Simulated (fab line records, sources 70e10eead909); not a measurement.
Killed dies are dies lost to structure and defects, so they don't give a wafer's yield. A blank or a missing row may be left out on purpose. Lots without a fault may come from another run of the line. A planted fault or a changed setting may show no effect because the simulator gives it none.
fab line records | flow nand_harc
record lots=6 wafers=18 last_day=23
route steps=1159 shown A_M0@1005 END@1159
lots that met no fault: from a run of the same line without faults
start_h: hours from the record's first day to the start of the lot's first wafer shown | wait_h: hours since the lot's step before | " the same as in the row above | L1.1+2: a row that stands for several wafers | - no value, or no start given | * or withheld: withheld | < > ~ a bound
route shown NAME@n: a module of which the file shows steps, and the number in the route of the first | usual: mean/standard deviation of fault-free wafers | same: alike in all rows | chamber/n: place in a boat | sites: the reading at each site | _std_site: their standard deviation | _edge_site: outer sites' mean less inner sites' | radius_mm: how far each site lies from the wafer's centre | mask NAME#n: copy n | behind: the tool/chamber that last shaped the wafer | hold: why the lot was held/for how many hours/how that ended | device: the transistor (n, p or np) that didn't switch | end of line: the same wafers' tests at the end of the route | a step without rows: its recipe alone | killed: dies lost to structure and defects at the first sort, not the wafer's yield | map: a wafer's dies, x killed, . not, _ none there
set.NAME: the setting as run; set.NAME@STEP: as run at that earlier step | model.NAME: the simulator's own value behind a step, which no gauge read
lots at some steps of the route; a table a step, a row a wafer
services: from which hour (start_h, from the record's first day; less than 0 if before it) a tool's chamber was out of use, for how many hours, and why
## steps
# step NHARC_A_M0_OVL_MEAS_10
# recipe pitch_nm=160
# usual overlay_x_nm=-0.2/0.61 overlay_y_nm=0.3/1
# columns lot.wafer tool chamber start_h wait_h overlay_x_nm overlay_y_nm
L297.1 overlay-02 - 442.02 - 1.3 -1.2
L297.4 " - " " 0.9 -1.8
L297.5 " - " " 0.5 -1.5
L299.2 overlay-01 - 448.65 - 0.2 -1.3
L299.3 " - " " -0.2 -0.4
L299.5 " - " " -0.1 -0.3
L300.2 overlay-01 - 482.94 - -1.3 1.8
L300.4 " - " " -1.2 1.9
L300.5 " - " " -0.8 1.5
L305.2 overlay-02 - 509.27 - 1.2 2.0
L305.4 " - " " 0.5 0.7
L305.5 " - " " 1.2 1.7
L306.1 overlay-02 - 510.68 - -0.5 0.0
L306.3 " - " " -1.2 0.3
L306.5 " - " " -0.3 0.6
L308.1 overlay-01 - 515.24 - 0.3 0.9
L308.5 " - " " -0.1 1.1
L308.6 " - " " 0.5 0.7
# step NHARC_A_M0_INSPECT_11
# usual raw_defect_count=30/14
# columns lot.wafer tool chamber start_h wait_h raw_defect_count
L297.1 defect_inspect-01 - 442.06 0.0 40
L297.4 " - " " 53
L297.5 " - " " 46
L299.2 defect_inspect-02 - 448.69 0.0 37
L299.3 " - " " 36
L299.5 " - " " 35
L300.2 defect_inspect-01 - 482.98 0.0 17
L300.4 " - " " 20
L300.5 " - " " 21
L305.2 defect_inspect-02 - 509.31 0.0 31
L305.4 " - " " 39
L305.5 " - " " 28
L306.1 defect_inspect-01 - 510.72 0.0 54
L306.3 " - " " 45
L306.5 " - " " 52
L308.1 defect_inspect-01 - 515.28 0.0 51
L308.5 " - " " 60
L308.6 " - " " 51
# step NHARC_A_M0_DESCUM_14
# recipe time_s=3 o2_flow_sccm=200 ar_flow_sccm=0 bias_power_w=0 chemistry=O2
# usual chamber_pressure_mTorr=59.99/0.058 drypump_motor_current_A=5.8/0.38 oes_product_au=1.003/0.008 rf_vpp_V=57.8/0.85 showerhead_plenum_p_Torr=1.89/0.093 throttle_valve_pct=11.310/0.0089
# columns lot.wafer tool chamber start_h wait_h chamber_pressure_mTorr drypump_motor_current_A oes_product_au rf_hours_counter_h rf_vpp_V showerhead_plenum_p_Torr throttle_valve_pct
L297.1 rie_diel-12 2 442.13 0.1 59.92 6.4 0.994 4 58.9 2.00 11.309
L297.4 " 3 " " 59.96 6.3 1.016 4 57.5 1.96 11.317
L297.5 " 1 " " 59.94 5.4 1.002 - 56.8 1.83 11.327
L299.3 rie_diel-12 0 448.75 0.1 59.90 5.9 0.984 5 57.1 1.78 11.317
L299.2 " 3 " " 59.97 6.4 0.999 5 58.0 1.96 11.303
L299.5 " 1 " " 60.00 5.4 0.992 - 58.0 1.83 11.294
L300.4 rie_diel-05 2 483.04 0.1 60.07 6.1 1.013 8 57.9 1.91 11.311
L300.2 " 0 " " 59.96 5.8 0.999 7 59.3 1.85 11.325
L300.5 " 2 " " 60.01 6.1 1.007 - 57.6 1.91 11.333
L305.2 rie_diel-12 0 509.38 0.1 59.91 5.9 0.997 8 57.5 1.78 11.313
L305.4 " 2 " " 59.99 6.4 1.003 7 57.1 2.00 11.312
L305.5 " 3 " " 60.09 6.4 1.004 - 58.9 1.95 11.314
L306.3 rie_diel-05 1 510.80 0.1 60.03 5.0 0.996 8 57.2 1.79 11.306
L306.1 " 2 " " 59.93 6.0 1.013 9 59.4 1.91 11.327
L306.5 " 0 " " 59.99 5.8 1.005 - 59.4 1.85 11.295
L308.1 rie_diel-05 0 515.37 0.1 60.04 5.8 1.013 8 57.2 1.85 11.301
L308.6 " 1 " " 60.00 5.1 1.019 - 58.4 1.79 11.299
L308.5 " 2 " " 60.01 6.0 0.992 - 57.9 1.91 11.311
# step NHARC_A_M0_ETCH_34
# recipe target_depth_a=400 overetch_a=120 time_s=43.94 ion_energy_ev=200 n2_flow_sccm=150 h2_flow_sccm=150 ar_flow_sccm=0 rf_w=400 bias_w=150 chemistry=N2/H2
# usual chamber_pressure_mTorr=30.001/0.028 drypump_motor_current_A=5.8/0.4 oes_product_au=1.003/0.0076 rf_vpp_V=429.9/2.8 showerhead_plenum_p_Torr=2.02/0.1 throttle_valve_pct=14.172/0.0082
# columns lot.wafer tool chamber start_h wait_h chamber_pressure_mTorr drypump_motor_current_A oes_product_au rf_hours_counter_h rf_vpp_V showerhead_plenum_p_Torr throttle_valve_pct
L297.1 rie_diel-12 1 442.20 0.1 29.974 5.4 0.994 4 427.0 1.95 14.166
L297.4 " 0 " " 29.975 5.9 1.015 4 427.3 1.89 14.162
L297.5 " 1 " " 29.985 5.4 0.996 - 428.3 1.95 14.176
L299.2 rie_diel-12 2 448.84 0.1 30.004 6.5 0.995 4 433.0 2.14 14.164
L299.3 " 3 " " 29.999 6.4 0.995 5 432.5 2.09 14.184
L299.5 " 0 " " 30.022 5.9 0.992 - 426.3 1.89 14.169
L300.4 rie_diel-05 3 483.12 0.1 29.996 5.7 1.002 7 433.3 2.19 14.154
L300.2 " 1 " " 30.020 5.1 1.012 7 428.1 1.91 14.175
L300.5 " 0 " " 29.978 5.8 1.002 - 428.5 1.97 14.169
L305.2 rie_diel-12 0 509.45 0.1 30.038 5.9 1.008 8 427.5 1.89 14.162
L305.4 " 3 " " 30.001 6.4 1.011 9 431.9 2.08 14.169
L305.5 " 1 " " 30.016 5.4 0.998 - 427.7 1.95 14.172
L306.3 rie_diel-05 3 510.87 0.1 30.006 5.7 0.992 8 435.3 2.19 14.176
L306.1 " 2 " " 30.068 6.1 1.007 9 429.3 2.04 14.162
L306.5 " 3 " " 29.982 5.7 1.002 - 433.9 2.19 14.175
L308.1 rie_diel-05 1 515.43 0.1 30.028 5.1 0.988 8 425.9 1.91 14.182
L308.6 " 0 " " 29.972 5.8 1.004 - 426.6 1.97 14.185
L308.5 " 1 " " 29.984 5.1 1.015 - 426.0 1.91 14.181
# step NHARC_A_M0_ETCH_15
# recipe target_depth_a=1500 overetch_a=150 time_s=82.5 c4f8_flow_sccm=withheld ar_flow_sccm=400 rf_w=600 bias_w=300 chemistry=C4F8/Ar
# usual chamber_pressure_mTorr=25.001/0.024 oes_product_au=0.956/0.021 rf_vpp_V=440.1/2.9
# columns lot.wafer tool chamber start_h wait_h chamber_pressure_mTorr oes_product_au rf_hours_counter_h rf_vpp_V
L297.4 rie_diel-12 0 - - 24.997 0.951 4 437.4
L297.1 " 2 " " 24.991 0.952 4 445.0
L297.5 " 1 " " 25.011 0.948 - 438.1
L299.2 rie_diel-12 0 - - 25.018 0.960 5 436.1
L299.3 " 1 " " 25.039 0.954 5 437.9
L299.5 " 3 " " 24.998 0.975 - 443.2
L300.2 rie_diel-05 3 - - 24.982 0.924 7 442.6
L300.4 " 2 " " 24.991 0.930 8 441.3
L300.5 " 3 " " 24.994 0.918 - 443.6
L305.4 rie_diel-12 0 - - 24.988 0.924 8 437.9
L305.2 " 1 " " 25.015 0.922 8 438.1
L305.5 " 0 " " 25.034 0.921 - 436.4
L306.3 rie_diel-05 1 - - 25.010 0.982 8 436.1
L306.1 " 2 " " 25.064 0.984 9 439.4
L306.5 " 3 " " 25.023 0.965 - 445.4
L308.1 rie_diel-05 0 - - 24.974 0.980 8 437.7
L308.6 " 0 " " 24.992 0.979 - 440.2
L308.5 " 1 " " 24.996 0.974 - 436.7
# step NHARC_A_M0_CD_MEAS_16
# usual cd_nm=80.1/0.7
# columns lot.wafer tool chamber start_h wait_h cd_nm
L297.1 cd_sem-03 - 442.41 - 80.6
L297.4 " - " " 80.0
L297.5 " - " " 79.9
L299.2 cd_sem-01 - 449.05 - 81.5
L299.3 " - " " 80.8
L299.5 " - " " 81.5
L300.2 cd_sem-03 - 483.35 - 81.1
L300.4 " - " " 80.6
L300.5 " - " " 80.4
L305.2 cd_sem-03 - 509.67 - 80.6
L305.4 " - " " 80.3
L305.5 " - " " 80.9
L306.1 cd_sem-01 - 511.09 - 80.7
L306.3 " - " " 79.5
L306.5 " - " " 78.7
L308.1 cd_sem-03 - 515.64 - 79.8
L308.5 " - " " 79.6
L308.6 " - " " 79.6
# step NHARC_A_M0_STRIP_18
# recipe power_w=1000 n2_flow_sccm=150 h2_flow_sccm=150 ar_flow_sccm=0 bias_w=0 chemistry=N2/H2
# step NHARC_A_M0_STRIP_19
# recipe time_s=600 temp_c=30 chemistry=post_etch_residue_remover
# step NHARC_A_M0_DEGAS_28
# recipe temp_c=250 time_s=60
# step NHARC_A_M0_PRE_CLEAN_29
# recipe time_s=30 temp_c=280 gas=H2/He
# usual heater_power_w=411/33
# columns lot.wafer tool chamber start_h wait_h heater_power_w
L297.4 pvd_sputter-02 - - - 375
L297.1 " - " " 473
L297.5 " - " " 391
L299.3 pvd_sputter-01 - - - 390
L299.2 " - " " 362
L299.5 " - " " 433
L300.4 pvd_sputter-02 - - - 379
L300.2 " - " " 457
L300.5 " - " " 471
L305.2 pvd_sputter-03 - 510.38 0.1 431
L305.4 " - " " 417
L305.5 " - " " 447
L306.3 pvd_sputter-02 - - - 383
L306.1 " - " " 474
L306.5 " - " " 379
L308.1 pvd_sputter-02 - - - 459
L308.6 " - " " 394
L308.5 " - " " 380
# step NHARC_A_M0_PVD_20
# recipe target_thk_a=50 bias_v=168.6 power_w=15000 chamber_pressure_pa=0.12 time_s=8.06 substrate_temp_c=50 material=TaN
# step NHARC_A_M0_PVD_21
# recipe target_thk_a=300 chamber_pressure_pa=5 power_w=5000 substrate_temp_c=30 time_s=20.49 material=Cu
# usual chamber_pressure_pa=5.001/0.012 throttle_valve_pct=30.0/1.1
# columns lot.wafer tool chamber start_h wait_h chamber_pressure_pa throttle_valve_pct
L297.4 pvd_sputter-02 - - - 5.005 31.3
L297.1 " - " " 4.995 30.2
L297.5 " - " " 4.996 31.2
L299.3 pvd_sputter-01 - - - 4.992 28.7
L299.2 " - " " 4.982 32.3
L299.5 " - " " 4.999 29.7
L300.2 pvd_sputter-02 - - - 4.994 30.4
L300.4 " - " " 4.997 28.6
L300.5 " - " " 4.990 30.4
L305.4 pvd_sputter-03 - 510.68 0.2 5.006 27.7
L305.2 " - " " 4.996 29.7
L305.5 " - " " 4.989 27.6
L306.1 pvd_sputter-02 - - - 4.985 30.0
L306.3 " - " " 4.982 28.6
L306.5 " - " " 4.999 30.1
L308.1 pvd_sputter-02 - - - 4.993 28.7
L308.6 " - " " 4.996 30.2
L308.5 " - " " 5.000 28.7
# step NHARC_A_M0_ECD_22
# recipe target_thk_a=4000 bath_temp_c=25 material=Cu
# columns lot.wafer tool chamber start_h wait_h
L297.1+4+5 ecd_cu-01 0 443.40 -
L299.2+3+5 ecd_cu-02 0 450.19 -
L300.2+4+5 ecd_cu-02 1,0,0 484.33 -
L305.2+4+5 ecd_cu-01 1,1,0 511.06 0.3
L306.1+3+5 ecd_cu-01 1 512.11 -
L308.1+5+6 ecd_cu-02 1,1,0 516.68 -
# step NHARC_A_M0_ANNEAL_30
# recipe temp_c=225 time_s=90
# step NHARC_A_M0_CMP_23
# recipe t_overpolish_s=20 target_thk_nm=113.75
# usual motor_current_A=12.3/1.2 time_to_endpoint_s=29.1/2.2
# same t_overpolish_s=20
# columns lot.wafer tool chamber start_h wait_h motor_current_A time_to_endpoint_s
L297.4 cmp-04 3 444.18 - 10.5 28.3
L297.1 " 0 " " 12.1 27.7
L297.5 " 1 " " 14.0 29.1
L299.2 cmp-02 1 450.94 - 13.4 28.1
L299.3 " 3 " " 10.9 26.9
L299.5 " 0 " " 14.5 28.5
L300.2 cmp-04 0 485.05 - 12.7 29.7
L300.4 " 2 " " 12.1 26.8
L300.5 " 0 " " 12.7 29.6
L305.2 cmp-03 3 511.92 - 13.8 55.1
L305.4 " 2 " " 13.2 32.4
L305.5 " 0 " " 10.8 54.6
L306.3 cmp-03 3 512.86 - 13.6 28.3
L306.1 " 1 " " 11.5 31.2
L306.5 " 3 " " 13.6 53.4
L308.1 cmp-04 0 517.80 - 12.6 25.4
L308.5 " 2 " " 11.4 24.6
L308.6 " 3 " " 10.5 26.6
# step NHARC_A_M0_THK_MEAS_24
# recipe thk_meas_gauge=xrf
# usual thk_nm=114.1/1.4
# columns lot.wafer tool chamber start_h wait_h thk_nm
L297.1 film_metro-02 - 444.44 - 113.8
L297.4 " - " " 115.1
L297.5 " - " " 113.8
L299.2 film_metro-02 - 451.23 - 115.4
L299.3 " - " " 116.5
L299.5 " - " " 114.4
L300.2 film_metro-01 - 485.36 - 116.2
L300.4 " - " " 115.6
L300.5 " - " " 114.7
L305.2 film_metro-01 - 512.23 - 115.8
L305.4 " - " " 112.4
L305.5 " - " " 115.7
L306.1 film_metro-02 - 513.14 - 115.7
L306.3 " - " " 115.7
L306.5 " - " " 116.2
L308.1 film_metro-02 - 518.06 - 115.8
L308.5 " - " " 113.4
L308.6 " - " " 112.0
# step NHARC_END_SORT_01
# recipe temp_c=25
# usual defect_limited_yield=95.6/1.7 killed_at_array=27/11 killed_at_other=0.7/0.93 killed_at_periphery=2.9/1.9 killed_dies=30/11 killed_open=3.1/1.7 killed_short=1.9/1.3 sort_bin_2_pct=1.4/0.68 sort_bin_3_pct=0.28/0.25 sort_bin_4_pct=2.8/1.1 sort_n_pass=647/11 sort_rim_yield_pct=95.4/2.7 sort_yield_pct=95.6/1.7
# same gross_dies=677 sort_bin_5_pct[%]=0 sort_bin_6_pct[%]=0 sort_bin_7_pct[%]=0 sort_bin_8_pct[%]=0 sort_rim_n_gross=106.00
# columns lot.wafer tool chamber start_h wait_h defect_limited_yield[%] killed_at_array killed_at_other killed_at_periphery killed_dies killed_open killed_short sort_bin_2_pct[%] sort_bin_3_pct[%] sort_bin_4_pct[%] sort_n_pass sort_rim_yield_pct[%] sort_yield_pct[%]
L305.2 prober-01 0 550.39 2.8 94.8 32 0 3 35 6 3 1.8 0.59 2.8 642 92.5 94.8
# killed by level:class
L305.2 A_SLIT:chamber_film_flake=14 A_CHANNEL_HOLE_D1:chamber_film_flake=7 A_CONTACT:geometric_particle:open=2 A_CONTACT:chamber_film_flake=2 A_M1:chamber_film_flake=2 P_CONTACT:geometric_particle:open=1 P_M0:geometric_particle:short=1 A_ONON_D1:geometric_particle:short=1
## services
# columns tool chamber start_h hours kind
cmp-02 - 422.51 4.0 pm
rie_diel-05 0 423.10 - clean
rie_diel-05 1 423.10 - clean
rie_diel-05 2 423.10 - clean
rie_diel-05 3 423.10 - clean
rie_diel-05 - 433.74 21.9 repair
rie_diel-12 0 437.40 - clean
rie_diel-12 1 437.40 - clean
rie_diel-12 2 437.40 - clean
pvd_sputter-01 - 441.71 2.4 repair
ecd_cu-01 - 449.65 8.0 pm
cmp-03 - 450.22 4.0 pm
pvd_sputter-03 - 458.04 10.0 pm
rie_diel-12 2 462.04 9.5 repair
rie_diel-05 3 467.74 11.9 repair
cmp-02 - 468.89 2.2 repair
rie_diel-12 0 471.20 8.2 repair
cmp-02 - 481.27 1.8 repair
cmp-03 - 489.20 1.0 repair
cmp-04 - 497.16 4.0 pm
rie_diel-05 - 505.84 0.2 repair
pvd_sputter-03 - 506.48 1.1 repair
pvd_sputter-01 - 514.00 10.0 pm
rie_diel-05 - 517.60 9.0 pm
## key
first_sign step=NHARC_A_M0_CMP_23 reading=time_to_endpoint_s direction=up sigmas=12 usual=* struck=*
effect none on later readings
met_at NHARC_A_M0_ECD_22
struck_wafers L305.2,L305.5,L306.5
onset_between 443.40 511.06
fault kind=process_parameter_drift tool=ecd_cu-01 chamber=- onset_h=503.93 steps=NHARC_A_M0_ECD_22 channel=target_thk_a offset=* shape=step end_h=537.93 scope=struck_wafers_only acts_in=* stated=*
